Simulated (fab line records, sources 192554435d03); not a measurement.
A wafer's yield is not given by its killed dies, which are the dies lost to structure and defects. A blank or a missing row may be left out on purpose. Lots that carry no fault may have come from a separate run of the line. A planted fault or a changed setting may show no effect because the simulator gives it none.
Which tool is to blame? | flow n5Finfet | 24 lots with 72 wafers sampled at 5 steps, on a route of 1938 steps

WHAT THE GAUGES READ, wafer by wafer
N5_BEOL_M0_SAQP_CD_MEAS_40: the cd target is 30 nm. Usual: cdNm at 29.98 nm, with a standard deviation of 0.25.
lot  | measured     | on       | cdNm (nm)         | flag
L074 | day 6 00:06  | cdSem-01 | 29.88 30.07 30.14 | 
L075 | day 6 04:44  | cdSem-01 | 29.80 30.09 29.74 | 
L076 | day 6 08:14  | cdSem-01 | 29.60 29.97 30.16 | 
L078 | day 6 17:08  | cdSem-01 | 29.91 30.00 30.33 | 
L077 | day 6 23:25  | cdSem-02 | 30.11 30.30 29.41 | 
L079 | day 7 03:11  | cdSem-02 | 30.07 29.87 30.30 | 
L080 | day 7 05:56  | cdSem-01 | 29.98 29.98 29.63 | 
L081 | day 7 13:07  | cdSem-02 | 29.83 29.66 29.73 | 
L082 | day 7 18:43  | cdSem-02 | 30.56 30.23 30.38 | 
L083 | day 7 22:36  | cdSem-02 | 30.42 29.99 29.68 | 
L084 | day 8 07:28  | cdSem-01 | 30.09 30.15 29.81 | 
L085 | day 8 13:35  | cdSem-01 | 30.39 30.13 29.89 | 
L086 | day 8 17:31  | cdSem-01 | 30.14 30.47 30.36 | 
L087 | day 8 21:10  | cdSem-02 | 29.88 30.04 29.85 | 
L088 | day 9 04:43  | cdSem-02 | 29.97 29.89 30.08 | 
L089 | day 9 13:47  | cdSem-01 | 30.17 29.83 29.88 | 
L090 | day 9 18:37  | cdSem-02 | 29.91 29.75 29.57 | 
L091 | day 9 23:32  | cdSem-02 | 29.73 30.09 29.90 | 
L092 | day 10 07:29 | cdSem-01 | 29.89 29.85 29.58 | 
L093 | day 10 10:43 | cdSem-01 | 29.74 29.31 29.77 | 
L094 | day 10 20:14 | cdSem-02 | 29.95 30.29 30.35 | 
L095 | day 10 23:02 | cdSem-01 | 29.56 29.92 30.07 | 
L096 | day 11 03:35 | cdSem-01 | 29.98 29.32 30.20 | 
L097 | day 11 14:04 | cdSem-03 | 30.07 30.64 29.83 | 

N5_BEOL_M0_OCD_MEAS_108. Usual: trenchDepthNm at 32.7 nm, with a standard deviation of 0.5.
lot  | measured     | on     | trenchDepthNm (nm) | flag
L074 | day 6 04:53  | ocd-02 | 32.6 32.5 33.1     | 
L075 | day 6 09:14  | ocd-02 | 32.1 32.6 33.1     | 
L076 | day 6 10:41  | ocd-01 | 32.8 32.9 33.3     | 
L078 | day 6 21:45  | ocd-02 | 33.1 33.3 32.6     | 
L077 | day 7 05:19  | ocd-02 | 31.9 32.4 32.6     | 
L079 | day 7 07:36  | ocd-02 | 32.6 33.3 32.9     | 
L080 | day 7 13:22  | ocd-02 | 33.1 33.0 33.2     | 
L081 | day 7 17:17  | ocd-01 | 32.9 32.3 32.8     | 
L082 | day 7 22:39  | ocd-01 | 32.9 31.9 32.9     | 
L083 | day 8 02:32  | ocd-02 | 33.2 32.8 32.9     | 
L084 | day 8 12:11  | ocd-01 | 33.2 33.2 32.4     | 
L085 | day 8 19:01  | ocd-01 | 32.7 32.6 32.7     | 
L086 | day 9 05:33  | ocd-02 | 33.1 33.2 31.8     | 
L087 | day 9 00:29  | ocd-02 | 32.6 31.4 33.0     | 
L088 | day 9 08:22  | ocd-02 | 33.1 33.0 32.9     | 
L089 | day 9 16:07  | ocd-01 | 33.2 32.9 33.5     | 
L090 | day 9 22:44  | ocd-02 | 33.6 32.8 32.9     | 
L091 | day 10 02:23 | ocd-01 | 32.9 32.2 32.2     | 
L092 | day 10 10:34 | ocd-02 | 32.7 33.1 33.3     | 
L093 | day 10 14:36 | ocd-01 | 32.0 32.5 33.1     | 
L094 | day 11 04:01 | ocd-01 | 33.1 33.0 33.3     | 
L095 | day 11 03:49 | ocd-01 | 32.5 31.9 32.2     | 
L096 | day 11 10:38 | ocd-02 | 33.8 32.7 33.8     | 
L097 | day 11 16:46 | ocd-01 | 32.9 33.0 33.2     | 

EACH LOT AND THE TOOL THAT RAN IT (in order: tool; ch and the chambers of the sampled wafers; start)
lot  | N5_BEOL_M0_SAQP_ETCH_102        | N5_BEOL_M0_SAQP_ETCH_88           | N5_BEOL_M0_SAQP_ETCH_73
L074 | rieSi-06 ch 0,1, day 5 22:01    | rieDiel-04 ch 0,1,2, day 6 00:16  | rieDiel-04 ch 0,1,2, day 6 00:17
L075 | rieSi-04 ch 0,1, day 6 02:41    | rieDiel-05 ch 0,2,3, day 6 05:01  | rieDiel-05 ch 0,2,3, day 6 05:02
L076 | rieSi-03 ch 0,1,2, day 6 05:21  | rieDiel-02 ch 2,3, day 6 08:26    | rieDiel-02 ch 2,3, day 6 08:28
L078 | rieSi-04 ch 0,1,2, day 6 15:11  | rieDiel-04 ch 0,1,3, day 6 17:32  | rieDiel-04 ch 0,1,3, day 6 17:34
L077 | rieSi-04 ch 0,1,2, day 6 20:18  | rieDiel-02 ch 0,2,3, day 6 23:34  | rieDiel-02 ch 0,2,3, day 6 23:35
L079 | rieSi-06 ch 1,2,3, day 7 01:08  | rieDiel-04 ch 2,3, day 7 03:21    | rieDiel-04 ch 2,3, day 7 03:22
L080 | rieSi-06 ch 1,2,3, day 7 04:01  | rieDiel-04 ch 0,2,3, day 7 06:05  | rieDiel-04 ch 0,2,3, day 7 06:06
L081 | rieSi-04 ch 1,2, day 7 11:04    | rieDiel-04 ch 0,3, day 7 13:16    | rieDiel-04 ch 0,3, day 7 13:17
L082 | rieSi-04 ch 0,1,2, day 7 16:02  | rieDiel-04 ch 0,2,3, day 7 18:56  | rieDiel-04 ch 0,2,3, day 7 18:58
L083 | rieSi-03 ch 0,3, day 7 20:41    | rieDiel-05 ch 1,2,3, day 7 22:46  | rieDiel-05 ch 1,2,3, day 7 22:47
L084 | rieSi-06 ch 0,1, day 8 04:32    | rieDiel-02 ch 1,3, day 8 07:57    | rieDiel-02 ch 1,3, day 8 07:58
L085 | rieSi-06 ch 0,1,3, day 8 11:24  | rieDiel-02 ch 0,1,2, day 8 13:52  | rieDiel-02 ch 0,1,2, day 8 13:53
L086 | rieSi-04 ch 1,2,3, day 8 15:27  | rieDiel-02 ch 0,1,3, day 8 17:43  | rieDiel-02 ch 0,1,3, day 8 17:43
L087 | rieSi-06 ch 0,1,2, day 8 17:41  | rieDiel-04 ch 1,2, day 8 21:20    | rieDiel-04 ch 1,2, day 8 21:20
L088 | rieSi-04 ch 0,1,2, day 9 02:40  | rieDiel-04 ch 0,1,3, day 9 04:53  | rieDiel-04 ch 0,1,3, day 9 04:53
L089 | rieSi-04 ch 1,2, day 9 10:25    | rieDiel-04 ch 0,1,3, day 9 13:56  | rieDiel-04 ch 0,1,3, day 9 13:58
L090 | rieSi-06 ch 1,2, day 9 16:15    | rieDiel-02 ch 0,1,3, day 9 19:01  | rieDiel-02 ch 0,1,3, day 9 19:01
L091 | rieSi-06 ch 0,2,3, day 9 21:29  | rieDiel-05 ch 0,1,3, day 9 23:41  | rieDiel-05 ch 0,1,3, day 9 23:42
L092 | rieSi-06 ch 0,2,3, day 10 05:22 | rieDiel-05 ch 0,3, day 10 07:39   | rieDiel-05 ch 0,3, day 10 07:40
L093 | rieSi-06 ch 0,1,2, day 10 08:48 | rieDiel-05 ch 1,2,3, day 10 10:53 | rieDiel-05 ch 1,2,3, day 10 10:54
L094 | rieSi-06 ch 0,1,2, day 10 17:35 | rieDiel-02 ch 0,3, day 10 20:24   | rieDiel-02 ch 0,3, day 10 20:25
L095 | rieSi-03 ch 0,1, day 10 20:32   | rieDiel-04 ch 0,1,2, day 10 23:14 | rieDiel-04 ch 0,1,2, day 10 23:15
L096 | rieSi-06 ch 0,1,2, day 11 01:31 | rieDiel-05 ch 1,2, day 11 03:44   | rieDiel-05 ch 1,2, day 11 03:46
L097 | rieSi-04 ch 0,1, day 11 10:41   | rieDiel-04 ch 2,3, day 11 14:13   | rieDiel-04 ch 2,3, day 11 14:14
- N5_BEOL_M0_SAQP_ETCH_102: etches SiO2 in CF4, target depth 4 nm, time 4.4 s.
- N5_BEOL_M0_SAQP_ETCH_88: etches underlayer in N2/H2, target depth 6.5 nm, time 5.2 s.
- N5_BEOL_M0_SAQP_ETCH_73: etches SiARC in CF4, target depth 19.5 nm, time 32.5 s.

WHAT THE TOOLS THEMSELVES READ (means of the sampled wafers that have a number; where no wafer has one, the mark that the record gives instead)
N5_BEOL_M0_SAQP_ETCH_102. Usual: drypumpMotorCurrentA 5.6 A, standard deviation 0.33; heBacksideLeakSccm 2.77 sccm, standard deviation 0.24; oesProductAu 0.987 a.u., standard deviation 0.013; throttleValvePct 21.77 %, standard deviation 0.16.
lot  | tool     | drypumpMotorCurrentA (A) | heBacksideLeakSccm (sccm) | oesProductAu (a.u.) | throttleValvePct (%) | flag
L074 | rieSi-06 | 5.7                      | 2.69                      | 0.976               | 21.56                | 
L075 | rieSi-04 | 5.6                      | 2.82                      | 0.997               | 21.84                | 
L076 | rieSi-03 | 6.1                      | 2.73                      | 0.997               | 21.88                | 
L078 | rieSi-04 | 5.6                      | 2.87                      | 0.993               | 21.82                | 
L077 | rieSi-04 | 5.6                      | 2.74                      | 0.993               | 21.81                | 
L079 | rieSi-06 | 5.6                      | 2.68                      | 0.974               | 21.84                | 
L080 | rieSi-06 | 5.6                      | 2.72                      | 0.987               | 21.84                | 
L081 | rieSi-04 | 5.6                      | 2.53                      | 0.982               | 21.81                | 
L082 | rieSi-04 | 5.6                      | 2.86                      | 0.991               | 21.81                | 
L083 | rieSi-03 | 5.5                      | 2.50                      | 0.988               | 21.60                | 
L084 | rieSi-06 | 5.6                      | 2.78                      | 0.975               | 21.57                | 
L085 | rieSi-06 | 5.6                      | 2.81                      | 0.983               | 21.70                | 
L086 | rieSi-04 | 5.9                      | 2.74                      | 0.992               | 21.75                | 
L087 | rieSi-06 | 5.5                      | 2.73                      | 0.985               | 21.72                | 
L088 | rieSi-04 | 5.6                      | 2.87                      | 0.991               | 21.82                | 
L089 | rieSi-04 | 5.6                      | 2.67                      | 0.988               | 21.84                | 
L090 | rieSi-06 | 5.4                      | 2.77                      | 0.988               | 21.86                | 
L091 | rieSi-06 | 5.3                      | 2.73                      | 0.986               | 21.83                | 
L092 | rieSi-06 | 5.3                      | 2.85                      | 0.985               | 21.82                | 
L093 | rieSi-06 | 5.6                      | 2.64                      | 0.985               | 21.72                | 
L094 | rieSi-06 | 5.6                      | 2.77                      | 0.975               | 21.71                | 
L095 | rieSi-03 | 6.1                      | 2.73                      | 1.003               | 21.94                | 
L096 | rieSi-06 | 5.5                      | 2.76                      | 0.988               | 21.71                | 
L097 | rieSi-04 | 5.6                      | 2.94                      | 0.990               | 21.84                | 

N5_BEOL_M0_SAQP_ETCH_88. Usual: drypumpMotorCurrentA 5.8 A, standard deviation 0.52; etchRfOnTimeS 5.20 s, standard deviation 0.084; oesProductAu 0.64 a.u., standard deviation 0.063; rfVppV 523.4 V, standard deviation 2.7; showerheadPlenumPTorr 2.53 Torr, standard deviation 0.084; throttleValvePct 17.99 %, standard deviation 0.24.
lot  | tool       | drypumpMotorCurrentA (A) | etchRfOnTimeS (s) | oesProductAu (a.u.) | rfVppV (V) | showerheadPlenumPTorr (Torr) | throttleValvePct (%) | flag
L074 | rieDiel-04 | 6.1                      | 5.19              | 0.65                | 523.1      | 2.54                         | 17.91                | 
L075 | rieDiel-05 | 5.5                      | 5.27              | 0.60                | 522.8      | 2.52                         | 18.08                | 
L076 | rieDiel-02 | 5.1                      | 5.17              | 0.64                | 525.2      | 2.55                         | 17.91                | 
L078 | rieDiel-04 | 6.1                      | 5.16              | 0.63                | 520.1      | 2.46                         | 18.02                | 
L077 | rieDiel-02 | 5.5                      | 5.20              | 0.63                | 523.6      | 2.54                         | 18.00                | 
L079 | rieDiel-04 | 5.6                      | 5.17              | 0.64                | 524.4      | 2.57                         | 17.97                | 
L080 | rieDiel-04 | 5.7                      | 5.14              | 0.63                | 524.8      | 2.53                         | 17.95                | 
L081 | rieDiel-04 | 6.0                      | 5.15              | 0.62                | 523.0      | 2.49                         | 17.96                | 
L082 | rieDiel-04 | 5.8                      | 5.16              | 0.62                | 523.1      | 2.52                         | 17.97                | 
L083 | rieDiel-05 | 5.9                      | 5.21              | 0.60                | 524.5      | 2.52                         | 18.10                | 
L084 | rieDiel-02 | 5.1                      | 5.16              | 0.69                | 524.4      | 2.59                         | 17.90                | 
L085 | rieDiel-02 | 5.8                      | 5.24              | 0.69                | 524.5      | 2.60                         | 17.83                | 
L086 | rieDiel-02 | 5.5                      | 5.25              | 0.68                | 525.3      | 2.59                         | 17.97                | 
L087 | rieDiel-04 | 5.9                      | 5.20              | 0.65                | 524.7      | 2.57                         | 17.93                | 
L088 | rieDiel-04 | 6.1                      | 5.24              | 0.62                | 521.0      | 2.45                         | 18.04                | 
L089 | rieDiel-04 | 6.1                      | 5.18              | 0.61                | 522.2      | 2.45                         | 18.05                | 
L090 | rieDiel-02 | 5.5                      | 5.20              | 0.67                | 524.6      | 2.59                         | 18.00                | 
L091 | rieDiel-05 | 5.9                      | 5.29              | 0.59                | 523.3      | 2.51                         | 18.14                | 
L092 | rieDiel-05 | 5.5                      | 5.35              | 0.59                | 522.5      | 2.51                         | 18.14                | 
L093 | rieDiel-05 | 5.9                      | 5.22              | 0.67                | 522.6      | 2.51                         | 18.00                | 
L094 | rieDiel-02 | 5.2                      | 5.25              | 0.60                | 522.3      | 2.52                         | 18.20                | 
L095 | rieDiel-04 | 6.1                      | 5.27              | 0.63                | 522.8      | 2.52                         | 17.99                | 
L096 | rieDiel-05 | 6.3                      | 5.13              | 0.66                | 523.3      | 2.51                         | 17.92                | 
L097 | rieDiel-04 | 5.6                      | 5.15              | 0.70                | 528.7      | 2.66                         | 17.85                | 

N5_BEOL_M0_SAQP_ETCH_73. Usual: drypumpMotorCurrentA 5.8 A, standard deviation 0.52; etchRfOnTimeS 32.5 s, standard deviation 0.52; oesProductAu 0.64 a.u., standard deviation 0.064; rfVppV 184.0 V, standard deviation 1.2; showerheadPlenumPTorr 2.13 Torr, standard deviation 0.067; throttleValvePct 15.78 %, standard deviation 0.24.
lot  | tool       | drypumpMotorCurrentA (A) | etchRfOnTimeS (s) | oesProductAu (a.u.) | rfVppV (V) | showerheadPlenumPTorr (Torr) | throttleValvePct (%) | flag
L074 | rieDiel-04 | 6.1                      | 32.3              | 0.65                | 183.9      | 2.14                         | 15.71                | 
L075 | rieDiel-05 | 5.5                      | 33.1              | 0.61                | 183.8      | 2.12                         | 15.82                | 
L076 | rieDiel-02 | 5.0                      | 32.2              | 0.65                | 184.2      | 2.14                         | 15.68                | 
L078 | rieDiel-04 | 6.1                      | 32.1              | 0.63                | 183.0      | 2.08                         | 15.84                | 
L077 | rieDiel-02 | 5.4                      | 32.6              | 0.64                | 184.2      | 2.14                         | 15.75                | 
L079 | rieDiel-04 | 5.6                      | 32.0              | 0.64                | 183.5      | 2.16                         | 15.80                | 
L080 | rieDiel-04 | 5.8                      | 32.7              | 0.63                | 184.0      | 2.13                         | 15.82                | 
L081 | rieDiel-04 | 6.0                      | 32.8              | 0.61                | 182.9      | 2.10                         | 15.86                | 
L082 | rieDiel-04 | 5.7                      | 32.2              | 0.62                | 184.5      | 2.13                         | 15.83                | 
L083 | rieDiel-05 | 5.9                      | 33.1              | 0.60                | 183.6      | 2.12                         | 15.89                | 
L084 | rieDiel-02 | 5.2                      | 32.3              | 0.70                | 185.5      | 2.18                         | 15.63                | 
L085 | rieDiel-02 | 5.8                      | 32.2              | 0.69                | 184.8      | 2.18                         | 15.56                | 
L086 | rieDiel-02 | 5.5                      | 32.8              | 0.68                | 184.6      | 2.18                         | 15.71                | 
L087 | rieDiel-04 | 5.9                      | 32.0              | 0.65                | 184.7      | 2.17                         | 15.74                | 
L088 | rieDiel-04 | 6.1                      | 32.5              | 0.61                | 182.9      | 2.07                         | 15.88                | 
L089 | rieDiel-04 | 6.1                      | 32.6              | 0.61                | 183.7      | 2.07                         | 15.88                | 
L090 | rieDiel-02 | 5.5                      | 32.6              | 0.67                | 184.3      | 2.18                         | 15.72                | 
L091 | rieDiel-05 | 5.9                      | 33.0              | 0.59                | 184.2      | 2.12                         | 15.96                | 
L092 | rieDiel-05 | 5.5                      | 33.0              | 0.59                | 183.6      | 2.11                         | 15.92                | 
L093 | rieDiel-05 | 6.0                      | 32.6              | 0.67                | 183.9      | 2.11                         | 15.75                | 
L094 | rieDiel-02 | 5.2                      | 32.3              | 0.61                | 183.3      | 2.12                         | 15.95                | 
L095 | rieDiel-04 | 6.1                      | 32.0              | 0.63                | 184.4      | 2.13                         | 15.80                | 
L096 | rieDiel-05 | 6.3                      | 31.8              | 0.66                | 183.1      | 2.12                         | 15.70                | 
L097 | rieDiel-04 | 5.5                      | 32.3              | 0.70                | 185.1      | 2.24                         | 15.69                | 

THE ANSWER, worked out from the rows above alone
Rule: lot off if the mean of its wafers having a number is beyond 3 standard deviations from the usual mean. Also off: a lot with no number at a reading for which 4 or more lots have one. All remaining lots with rows at the step are treated as sound. Order of review: gauges by route order, followed by the tools' own readings, for which a lot's mean as printed above is used. The first step at which some lot is off is used, and at that step the reading that is off furthest; a lot without a number counts as furthest.
Across all readings shown, no lot is off: no conclusion can be drawn from this.

WHAT WAS PUT IN BY THE SIMULATOR
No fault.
